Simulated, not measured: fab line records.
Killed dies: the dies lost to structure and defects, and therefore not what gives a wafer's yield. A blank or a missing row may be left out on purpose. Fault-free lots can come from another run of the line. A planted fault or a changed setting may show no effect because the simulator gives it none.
Split-lot study | flow n5-finfet | 39 wafers read from 7 lots, route of 1938 steps

## SPLIT DETAILS
At N5_MOL_CONTACT_COAG_ALD_123 (deposits SiNx, target thk 5 nm, pulse time 1 s, purge time 2 s), the setting ald-cycles was moved away from the recipe's 100 on 15 of the 39 wafers read, by -43.0% to +34.0%. The other wafers ran this setting at the recipe's value.

## FROM THE SPLIT TO THE READING: what the file shows between them, 4 steps
- N5_MOL_CONTACT_COAG_PECVD_31: deposits SiO2 from TEOS/O2, target thk 46 nm, time 8.9 s
- N5_MOL_CONTACT_COAG_COAT_75: time 60 s, resist thk 60 nm
- N5_MOL_CONTACT_COAG_STRIP_120: strips in CHF3
- N5_MOL_CONTACT_COAG_VIA_ETCH_117: etches SiO2 in C4F6/O2, target depth 40 nm, overetch 8 nm, time 26 s

## THE READING
etch.depth-nm (the simulator's own value, which no gauge read), in nm, at N5_MOL_CONTACT_COAG_ETCH_124 (etches SiNx in CH3F/O2, stops on SiOC, target depth 6.5 nm). The file does not state a usual value for it. Here, 24 wafers ran the recipe; their average is 5.007 nm with a standard deviation of 0.02 nm.

wafer  | tool, chamber at the split | ald-cycles as run | against the recipe | etch.depth-nm, nm | against lot-mates on the recipe
L077.1 | ald-sin-03, 3,1,0          | 100               | recipe             | 5.02              | -
L077.3 | ald-sin-03, 3,1,0          | 100               | recipe             | 5.015             | -
L077.5 | ald-sin-03, 3,1,0          | 100               | recipe             | 5.002             | -
L080.1 | ald-sin-02, 1,2,1          | 57                | -43.0%             | 2.878             | -2.131
L080.2 | ald-sin-02, 1,2,1          | 57                | -43.0%             | 2.846             | -2.163
L080.3 | ald-sin-02, 0,3,2          | 100               | recipe             | 5.009             | -
L080.4 | ald-sin-02, 0,3,2          | 100               | recipe             | 5.01              | -
L080.5 | ald-sin-02, 0,3,2          | 100               | recipe             | 5.008             | -
L080.6 | ald-sin-02, 1,2,1          | 57                | -43.0%             | 2.842             | -2.167
L083.1 | ald-sin-01, 0,3,3          | 116               | +16.0%             | 5.789             | +0.779
L083.2 | ald-sin-01, 0,3,3          | 116               | +16.0%             | 5.82              | +0.810
L083.3 | ald-sin-01, 2,1,2          | 100               | recipe             | 5.029             | -
L083.4 | ald-sin-01, 2,1,2          | 100               | recipe             | 5                 | -
L083.5 | ald-sin-01, 2,1,2          | 100               | recipe             | 5                 | -
L083.6 | ald-sin-01, 0,3,3          | 116               | +16.0%             | 5.813             | +0.803
L087.1 | ald-sin-03, 0,1,2          | 100               | recipe             | 5.034             | -
L087.2 | ald-sin-03, 3              | 134               | +34.0%             | 6.698             | +1.673
L087.3 | ald-sin-03, 0,1,2          | 100               | recipe             | 5.032             | -
L087.4 | ald-sin-03, 0,1,2          | 100               | recipe             | 5.01              | -
L087.5 | ald-sin-03, 2,3            | 134               | +34.0%             | 6.583             | +1.558
L087.6 | ald-sin-03, 2,3            | 134               | +34.0%             | 6.716             | +1.691
L090.1 | ald-sin-02, 1,0,2          | 68                | -32.0%             | 3.39              | -1.589
L090.2 | ald-sin-02, 1,0,2          | 68                | -32.0%             | 3.398             | -1.581
L090.3 | ald-sin-02, 1,0,2          | 68                | -32.0%             | 3.395             | -1.584
L090.4 | ald-sin-02, 3,1,2          | 100               | recipe             | 4.973             | -
L090.5 | ald-sin-02, 3,1,2          | 100               | recipe             | 4.997             | -
L090.6 | ald-sin-02, 3,1,2          | 100               | recipe             | 4.968             | -
L092.1 | ald-sin-03, 3,1,0,2,3,2    | 100               | recipe             | 4.99              | -
L092.2 | ald-sin-03, 3,1,0,2,3,2    | 100               | recipe             | 5.009             | -
L092.3 | ald-sin-03, 3,1,0,2,3,2    | 100               | recipe             | 5.03              | -
L092.4 | ald-sin-03, 3,1,0,2,3,2    | 100               | recipe             | 5.008             | -
L092.5 | ald-sin-03, 3,1,0,2,3,2    | 100               | recipe             | 5.003             | -
L092.6 | ald-sin-03, 3,1,0,2,3,2    | 100               | recipe             | 4.955             | -
L096.1 | ald-sin-01, 3,1,3          | 128               | +28.0%             | 6.411             | +1.392
L096.2 | ald-sin-01, 0,0,1          | 100               | recipe             | 5.035             | -
L096.3 | ald-sin-01, 3,1,3          | 128               | +28.0%             | 6.43              | +1.411
L096.4 | ald-sin-01, 3,1,3          | 128               | +28.0%             | 6.416             | +1.397
L096.5 | ald-sin-01, 0,0,1          | 100               | recipe             | 5.026             | -
L096.6 | ald-sin-01, 0,0,1          | 100               | recipe             | 4.996             | -
Where a row lists several chambers, the file gives one row for several wafers and doesn't say which wafer went through which chamber.

THE FIT
A straight line over all 39 wafers: etch.depth-nm changes by +0.0499 nm for each +1% of ald-cycles; r = +1.00; the points scatter about the line by 0.027 nm.
The same after taking each lot's own level away (the mean of its wafers on the recipe; 39 wafers): +0.0495 nm for each +1%; r = +1.00; scatter 0.026 nm.
The reading moves by 2.1 nm for the largest change in ald-cycles, on that fit.
The lots' own levels span 4.9793 to 5.0253 nm, that is 2.3 times the standard deviation above.
So the lot-to-lot level changes the slope little: the two slopes agree.
Check: -2.13 nm against its lot-mates is what the line predicts for one of the wafers moved furthest among these (-43.0%) when that wafer is left out of the fit. It came out at -2.13 nm against them.

## THESE WAFERS: OTHER SPLITS
Before the reading, these wafers also passed through other splits. Each is held against what the fit with the lots' levels taken away leaves over:
other split on the same wafers     | wafers away from the commonest value | r with etch.depth-nm (lot level and that fit taken away)
N5_SD_EPI_N_ETCH_45 target-depth-a | 12                                   | +0.20
N5_SDB_ALD_29 ald-cycles           | 12                                   | -0.30

## THE WHOLE CHAIN: every reading that the file lists as answering this split, in the file's order
step                         | what it does                                                   | reading                                                                                  | change (the file's fit)                | r (the file's)
N5_MOL_CONTACT_COAG_ALD_123  | deposits SiNx, target thk 5 nm, pulse time 1 s, purge time 2 s | SiNx_of_MOL_CONTACT_COAG_ALD_123.thk-nm (the simulator's own value, which no gauge read) | +0.0506 nm for each +1% of the setting | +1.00
N5_MOL_CONTACT_COAG_ETCH_124 | etches SiNx in CH3F/O2, stops on SiOC, target depth 6.5 nm     | etch.depth-nm (the simulator's own value, which no gauge read)                           | +0.0495 nm for each +1% of the setting | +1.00

## THE FILE'S OWN FIT
etch.depth-nm changes by +0.0495 nm for each +1% of ald-cycles, r = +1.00.
